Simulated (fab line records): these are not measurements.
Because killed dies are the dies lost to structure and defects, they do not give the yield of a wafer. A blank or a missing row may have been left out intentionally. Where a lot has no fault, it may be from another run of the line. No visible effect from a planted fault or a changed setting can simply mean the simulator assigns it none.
Chamber matching | flow nand harc | NHARC_A_STAIRCASE_DEP_417 on pecvd-04 has 3 sister chambers
The step deposits Si3N4, target thk 60 nm. 6 wafers are shown with their chamber, then 9 later ones without.

WAFERS PAIRED WITH THEIR CHAMBERS
wafer  | chamber | heater power w (W) | heater power outer w (W)
L079.6 | 2       | 608                | 345
L088.4 | 0       | 732                | 445
L088.5 | 2       | 690                | 413
L089.3 | 1       | 479                | 261
L089.4 | 0       | 798                | 488
L089.6 | 1       | 495                | 262

WAFERS WHOSE CHAMBER IS MISSING
wafer  | heater power w (W) | heater power outer w (W)
L092.3 | 503                | 284
L092.5 | 521                | 280
L092.6 | 611                | 361
L096.1 | 547                | 307
L096.2 | 761                | 454
L096.4 | 621                | 368
L097.1 | 692                | 411
L097.2 | 501                | 273
L097.3 | 749                | 448

THE CHAMBER EACH PASSED THROUGH
wafer  | from the rows above     | in truth
L092.3 | 1                       | 1
L092.5 | 1                       | 1
L092.6 | 2                       | 2
L096.1 | can't be placed: 1 or 2 | 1
L096.2 | 0                       | 0
L096.4 | 2                       | 2
L097.1 | can't be placed: 2 or 0 | 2
L097.2 | 1                       | 1
L097.3 | 0                       | 0
Correctly placed: 7 of 9. Can't be placed from these rows: 2 (the true chamber is among the candidates in 2). 0 placed wrongly.
How it was worked out, from the rows above alone: a wafer's distance from a chamber is the root of the sum, over the readings, of the square of ((its reading less the chamber's mean) divided by the reading's scatter). The wafer belongs to the nearest chamber; if the next one is less than 2 further off, it can't be placed. For every chamber, the mean is computed from those of its wafers that are shown. How the scatter is found: for the shown wafers, subtract from each reading the mean of its chamber, square and add these, divide the total by (wafers less chambers), then take the root.
